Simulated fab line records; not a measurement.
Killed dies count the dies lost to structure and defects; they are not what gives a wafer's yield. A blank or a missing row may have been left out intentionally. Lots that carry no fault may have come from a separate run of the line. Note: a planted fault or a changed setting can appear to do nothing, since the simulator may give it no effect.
The tool behind it: which one? | flow n5 finfet | Sampling: 11 lots, 32 wafers, 2 of 1938 route steps

== WHAT EACH GAUGE READ, for each wafer ==
N5_PASSIVATION_OVL_MEAS_60.
lot  | measured     | on         | TV_OVL (nm)
L794 | day 12 21:16 | overlay-02 | -17 -7 -9
L795 | day 13 12:32 | overlay-02 | 2 4 3
L796 | day 14 00:55 | overlay-01 | -4 -2 -5
L800 | day 15 11:16 | overlay-01 | 12 5 3
L802 | day 15 13:31 | overlay-02 | 7 6 6
L804 | day 16 02:06 | overlay-02 | 4 4 6
L808 | day 16 18:16 | overlay-02 | 11 2
L809 | day 16 21:16 | overlay-01 | 4 -5 4
L811 | day 17 12:05 | overlay-02 | 6 3 6
L813 | day 18 09:07 | overlay-02 | 1 1 5
L814 | day 18 12:14 | overlay-02 | 9 7 -2

== WHICH TOOL RAN EACH LOT (tool, then ch and the chambers of the sampled wafers, then the start) ==
lot  | N5_PASSIVATION_PECVD_55
L794 | pecvd-03 ch 0,1, day 12 19:12
L795 | pecvd-02 ch 0,1,2, day 13 11:59
L796 | pecvd-02 ch 0,2, day 14 00:02
L800 | pecvd-03 ch 0,1,2, day 15 10:31
L802 | pecvd-01 ch 1,2, day 15 10:45
L804 | pecvd-02 ch 0,1,2, day 15 22:49
L808 | pecvd-02 ch 0,2, day 16 17:36
L809 | pecvd-01 ch 0,1,2, day 16 20:43
L811 | pecvd-03 ch 1,2, day 17 11:26
L813 | pecvd-01 ch 1,2, day 18 08:41
L814 | pecvd-01 ch 0,1, day 18 11:10
- N5_PASSIVATION_PECVD_55: deposits SiO2 from SiH4/N2O, target thk 400 nm, time 22.5 s.

== THE ANSWER, worked out from the rows above alone ==
Rule: what is usual is taken from the lots themselves. The widest of any qualifying gaps counts: lots, ordered by their means at a reading, are off when they make up no more than a third of the lots, leave a main group of 4 or more, and stand apart from it by 3 or more times the standard deviation of that group's means. The tables above print the reading to a certain number of digits; a main group whose means all agree to those digits is not used. Also off: a lot with no number at a reading for which 4 or more lots have one. The other lots that the step has rows for count as sound.
No lot is off at any reading shown: from this, nothing can be told.

== WHAT WAS PUT IN BY THE SIMULATOR ==
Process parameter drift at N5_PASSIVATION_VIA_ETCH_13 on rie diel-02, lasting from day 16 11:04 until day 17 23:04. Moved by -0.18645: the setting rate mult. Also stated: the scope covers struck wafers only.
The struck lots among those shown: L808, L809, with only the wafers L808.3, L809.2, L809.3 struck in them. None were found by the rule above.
